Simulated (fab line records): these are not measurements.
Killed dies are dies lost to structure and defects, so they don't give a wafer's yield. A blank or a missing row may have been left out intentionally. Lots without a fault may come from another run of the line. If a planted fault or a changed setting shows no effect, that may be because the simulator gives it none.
Code-filled problem report in 8D (eight disciplines) form -- flow n5_finfet -- the parts of the form that need people (team, actions taken, sign-off) are left out

== 1. THE PROBLEM ==
Wafers free of any fault read 6 nm (standard deviation 5) for V12_OVL at N5_BEOL_M13_OVL_MEAS_11, against a mean of 36 nm on 6 wafers of 2 lots. That puts it +6.1 standard deviations away from the usual mean.
Earliest sighting: wafer L428.2 on overlay-01 at day 15 07:59. The record has a number at this step for 33 wafers belonging to 11 lots. The rule behind "out" and "out of limits": a value lying over 4 standard deviations away from the usual mean. The other wafers with a number count as sound.

== 2. WHAT IT IS AND WHAT IT IS NOT ==
question,is,is not
which readings at this step,V12_OVL,-
which lots,"L428, L430","L414, L416, L417, L420, L421, L429, L431, L434, L437"
which wafers of those lots,all that have a number,-
read on which gauges,"overlay-01, overlay-02",-
when,from day 15 07:59,"up to then (18 sound wafers); but 9 sound wafers of L431, L434, L437 came after"

== 3. SUSPECTS, AND WHAT RULES EACH OUT ==
Counting: any tool at a process step up to the reading is kept as a suspect provided that every lot that is out went through it and no sound lot did after the first of them.
- the gauge at N5_BEOL_M13_OVL_MEAS_11 is ruled out. Those wafers that are out were read across 2 gauges (overlay-01, overlay-02).
- krf_scanner-02 at N5_BEOL_M13_EXPOSE_07 (exposes mask V12): kept. Every lot that is out went through it, starting with L428 (day 15 07:47), and after that it ran no sound lot; the last sound lot it ran before then is L429 (day 15 05:29).
The count leaves krf_scanner-02 at N5_BEOL_M13_EXPOSE_07.

== 4. THE CAUSE (what the simulator had put in) ==
Scanner matching overlay: krf_scanner-02, from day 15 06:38 on, at N5_BEOL_M13_EXPOSE_07. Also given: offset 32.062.
Only this tool survived the counting.

== 5. THE CHAIN OF EFFECTS, in route order ==
Rows list readings where the struck wafers' mean (over those with a number) sits beyond 3 standard deviations from the usual. Readings are gone through only where the record gives a usual standard deviation; hours: the median, over the lots, of the time from a lot's start at the first step in this table giving one to that lot's start at this step; sigmas: the change measured in usual standard deviations.
hours,step,reading,usual,on struck wafers,change,sigmas
0,N5_BEOL_M13_OVL_MEAS_11,V12_OVL,6 nm,36,+30,+6.1

== 6. WHAT WOULD HAVE CAUGHT IT SOONER ==
In this record the first reading out of limits at a measuring or inspecting step was taken at day 15 07:59, 1 hour after the fault began at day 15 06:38.
Of the tool readings at N5_BEOL_M13_EXPOSE_07 for which the record gives a usual standard deviation, none was out on any struck wafer, so an alarm limit of 4 standard deviations on them would not have fired.
All the lots that are out (2) had begun N5_BEOL_M13_EXPOSE_07 on krf_scanner-02 by day 15 07:59. Holding the tool at that point would not have protected any of them.
